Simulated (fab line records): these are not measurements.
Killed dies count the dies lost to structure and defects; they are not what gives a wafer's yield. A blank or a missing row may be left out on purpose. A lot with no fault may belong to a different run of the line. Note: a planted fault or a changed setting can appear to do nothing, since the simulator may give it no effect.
What tool caused it? || flow nand-harc || route of 1302 steps, sampled at 1 step: 12 lots, 36 wafers

## WHAT EACH GAUGE READ, for each wafer
NHARC_A_SLIT_INSPECT_11.
{"lot": "L077", "measured": "day 20 22:59", "on": "defect-inspect-01", "raw-defect-count": "22 15 20"}
{"lot": "L075", "measured": "day 21 04:05", "on": "defect-inspect-01", "raw-defect-count": "86 110 111"}
{"lot": "L080", "measured": "day 22 05:18", "on": "defect-inspect-01", "raw-defect-count": "21 22 23"}
{"lot": "L082", "measured": "day 23 07:11", "on": "defect-inspect-01", "raw-defect-count": "103 115 129"}
{"lot": "L084", "measured": "day 24 04:15", "on": "defect-inspect-01", "raw-defect-count": "22 24 18"}
{"lot": "L085", "measured": "day 24 15:25", "on": "defect-inspect-01", "raw-defect-count": "56 55 53"}
{"lot": "L086", "measured": "day 25 13:17", "on": "defect-inspect-02", "raw-defect-count": "45 41 31"}
{"lot": "L088", "measured": "day 26 06:45", "on": "defect-inspect-01", "raw-defect-count": "88 79 82"}
{"lot": "L091", "measured": "day 27 16:20", "on": "defect-inspect-02", "raw-defect-count": "32 22 25"}
{"lot": "L094", "measured": "day 27 22:03", "on": "defect-inspect-02", "raw-defect-count": "68 76 90"}
{"lot": "L095", "measured": "day 28 20:17", "on": "defect-inspect-02", "raw-defect-count": "44 51 38"}
{"lot": "L096", "measured": "day 29 12:20", "on": "defect-inspect-01", "raw-defect-count": "36 38 36"}

## EACH LOT AND THE TOOL THAT RAN IT (in order: tool; ch and the chambers of the sampled wafers; start)
Before these readings, the record contains no process step.

## THE ANSWER, worked out from the rows above alone
Rule: the usual values come from the lots themselves. The widest of any qualifying gaps counts: lots, ordered by their means at a reading, are off when they make up no more than a third of the lots, leave a main group of 4 or more, and stand apart from it by 3 or more times the standard deviation of that group's means. Not used: any main group whose means are identical at the precision the tables above print for the reading. Also off: a lot with no number at a reading for which 4 or more lots have one. Where the step has rows for the other lots, those lots are counted as sound.
None of the lots is off at any reading shown; this tells nothing.

## WHAT THE SIMULATOR HAD INSERTED
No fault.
